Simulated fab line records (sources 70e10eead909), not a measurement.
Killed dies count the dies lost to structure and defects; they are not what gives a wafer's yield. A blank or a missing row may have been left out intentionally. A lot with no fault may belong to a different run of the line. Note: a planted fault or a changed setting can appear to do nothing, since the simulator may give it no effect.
Comparing a struck lot with a sound one :: flow nand harc :: 15 out of 1302 route steps
Sound: wafers L327.2, L327.3, L327.6. Wafers struck: L336.1, L336.3, L336.6. The cause is named last.
Order at every step that has rows: each side's tool, ch and its chambers, its first start. Under that, the readings that differ: sound wafers :: struck wafers :: difference of the means :: sigmas: that difference in standard deviations of wafers without a fault.
alike: readings whose means differ by less than 2 such deviations, and words and numbers that are the same on both sides. not compared: withheld readings, readings that some wafer has no value for, bounds like >300 that may hide the same value, and numbers for which the record gives no deviation and whose values overlap.
Wherever a step has rows on one side only, a row that says differs or no value, or a row with sigmas, the two part there. When numbers do not overlap yet have no deviation, they are printed without sigmas and do not part them. Lack of a reading on every wafer of one side parts them only where that side has two or more wafers.

first, 3 steps without rows for these wafers: NHARC_P_GATE_STRIP_35 (strips in SPM, time 600 s); NHARC_P_GATE_PRECLEAN_73 (cleans in SC1); NHARC_P_GATE_SRD_74.
NHARC_P_GATE_ALD_36: deposits SiNx, target thk 20 nm, pulse time 60 s, ald cycles 223.
  sound on ald sin-02 ch 0,2, day 7 23:05; struck on ald sin-02 ch 0,2, day 11 20:26
  alike: heater power w, precursor pulse height rel
NHARC_P_GATE_ETCHBACK_37: etches the open film in CHF3/O2, target depth 34.5 nm, time 17.2 s.
  sound on rie diel-05 ch 0,3; struck on rie diel-05 ch 0,1,2
  alike: bias w, chamber pressure mTorr, drypump motor current A, oes product au, rf vpp V, showerhead plenum p Torr, throttle valve pct
  not compared: rf hours counter h
NHARC_P_GATE_STRIP_101: strips in O2, time 20 s.
  sound on rie diel-05 ch 0,2,3, day 8 07:40; struck on rie diel-05 ch 0,2,3, day 12 06:01
  alike: chamber pressure mTorr, drypump motor current A, oes product au, rf vpp V, showerhead plenum p Torr, throttle valve pct
  not compared: rf hours counter h
then, 6 steps without rows for these wafers: NHARC_P_GATE_PRECLEAN_97 (cleans in SPM, time 600 s); NHARC_P_GATE_SRD_98; NHARC_P_GATE_PRECLEAN_99 (cleans in SC1); NHARC_P_GATE_SRD_100; NHARC_P_GATE_DEHYDRATE_38 (time 120 s); NHARC_P_GATE_HMDS_39 (time 30 s).
NHARC_P_GATE_COAT_40:
  struck on litho track-03, day 12 06:30; sound on litho track-02 ch 0, day 8 08:10
  no value came back on the struck wafers for chill plate temp C (C), exhaust pa (Pa); on the sound wafers chill plate temp C (C) reads 22.99 23.10 23.17
then, 1 step without rows for these wafers: NHARC_P_GATE_SOFTBAKE_41 (time 95 s).
-- break in the record here, with 19 days between the starts of the struck wafers on either side (left off in module P_GATE, picked up again in module END, where the first step shown is number 1302 on the route) --
NHARC_END_SORT_01:
  only the struck wafers appear in the record here, on prober-02 ch 0 at day 30 19:25; the sound ones have no rows

WHERE THEY PART
First at NHARC_P_GATE_COAT_40; last, within this record, at NHARC_END_SORT_01.

WHY: the cause the simulator had injected
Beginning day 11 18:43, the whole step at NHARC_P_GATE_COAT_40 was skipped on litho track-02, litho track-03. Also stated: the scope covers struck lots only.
